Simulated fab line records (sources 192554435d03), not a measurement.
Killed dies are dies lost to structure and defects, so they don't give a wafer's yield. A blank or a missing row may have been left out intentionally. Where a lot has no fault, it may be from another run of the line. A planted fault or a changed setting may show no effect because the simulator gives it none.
A single fault, viewed from 3 desks + flow n5 finfet + each desk holds nothing but its own numbers, with what lay behind them at the end
Where a reading is given only as a bound, like >300, the bound stands for it, and a mean or a difference that rests on one is marked > or <: the true number lies beyond.

== AT THE METROLOGY DESK ==
Lot by lot, what the gauges showed, no matter which tool ran the lot: averages of those sampled wafers that carry a number. Any lot whose mean is over 4 standard deviations away from the usual mean is out of limits and marked OUT; that distance is given in the brackets.
Columns: A = cd nm at N5_BEOL_M13_CD_MEAS_10, usual 190.6 nm
| lot  | first seen here | A     |
|------|-----------------|-------|
| L706 | day 10 12:57    | 191.3 |
| L708 | day 11 04:12    | 187.8 |
| L710 | day 11 18:13    | 190.8 |
| L713 | day 12 11:37    | 188.7 |
| L715 | day 12 23:28    | 190.5 |
| L718 | day 13 10:41    | 189.0 |
| L726 | day 15 14:50    | 190.8 |
| L727 | day 15 21:15    | 190.4 |
| L728 | day 16 02:46    | 189.1 |
| L729 | day 16 12:43    | 191.7 |
Finding of this desk: none of the 10 lots has anything out of limits.

== TOOL OWNER'S DESK, rie diel-01 ==
The tool's own readings at N5_BEOL_M13_ETCH_59 (etches BARC in N2/H2, target depth 89 nm, overetch 26.7 nm, time 67.9 s): means of the sampled wafers that have a number, for each lot that ran on this tool. Any lot whose mean is over 4 standard deviations away from the usual mean is out of limits and marked OUT; that distance is given in the brackets.
Columns: A = drypump motor current A at N5_BEOL_M13_ETCH_59, usual 5.7 A; B = oes product au at N5_BEOL_M13_ETCH_59, usual 0.66 a.u.; C = rf vpp V at N5_BEOL_M13_ETCH_59, usual 523.5 V; D = showerhead plenum p Torr at N5_BEOL_M13_ETCH_59, usual 2.53 Torr; E = throttle valve pct at N5_BEOL_M13_ETCH_59, usual 17.95 %
| lot  | first seen here | A   | B    | C     | D    | E     |
|------|-----------------|-----|------|-------|------|-------|
| L708 | day 11 04:19    | 6.1 | 0.69 | 524.4 | 2.56 | 17.69 |
| L710 | day 11 18:20    | 6.0 | 0.65 | 522.1 | 2.51 | 17.83 |
| L715 | day 12 23:47    | 5.8 | 0.74 | 524.8 | 2.57 | 17.61 |
| L718 | day 13 10:49    | 5.8 | 0.73 | 525.0 | 2.57 | 17.61 |
| L728 | day 16 02:53    | 5.7 | 0.67 | 523.5 | 2.51 | 17.79 |
Finding of this desk: none of the 5 lots has anything out of limits.

== THE DEFECT DESK ==
For each lot, the counts of the inspections along the route, averaged over the sampled wafers that have a number. Any lot whose mean is over 4 standard deviations away from the usual mean is out of limits and marked OUT; that distance is given in the brackets.
Columns: A = raw defect count at N5_BEOL_M13_INSPECT_30, usual 2.1
| lot  | first seen here | A                      |
|------|-----------------|------------------------|
| L706 | day 10 13:58    | 2.3                    |
| L708 | day 11 05:22    | 1.7                    |
| L710 | day 11 19:20    | 0.7                    |
| L713 | day 12 13:01    | 1.3                    |
| L715 | day 13 00:49    | >300 (+99 or more) OUT |
| L718 | day 13 11:41    | >300 (+99 or more) OUT |
| L726 | day 15 16:00    | 2.3                    |
| L727 | day 15 22:15    | 2.7                    |
| L728 | day 16 03:46    | 2.0                    |
| L729 | day 16 13:46    | 2.0                    |
This desk's verdict: out of limits on L715, L718, starting with L715 at day 13 00:49 (raw defect count at N5_BEOL_M13_INSPECT_30). In limits: L706, L708, L710, L713, L726, L727, L728, L729.

== PUT TOGETHER ==
The defect desk could have raised an alarm at day 13 00:49, on L715, L718.
Metrology desk: nothing out of limits seen.
Nothing out of limits was seen by the tool owner's desk.
The metrology desk has L715, L718 on record, within its limits.
On record at the tool owner's desk: L715, L718, within its limits.
The lots listed all ran N5_BEOL_M13_ETCH_59 on rie diel-01.

== WHAT HAD BEEN PUT IN BY THE SIMULATOR ==
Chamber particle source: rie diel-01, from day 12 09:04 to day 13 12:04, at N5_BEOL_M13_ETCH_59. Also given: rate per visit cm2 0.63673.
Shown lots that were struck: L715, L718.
Hours from the fault's start to each desk's first reading out of limits: the defect desk, 16.
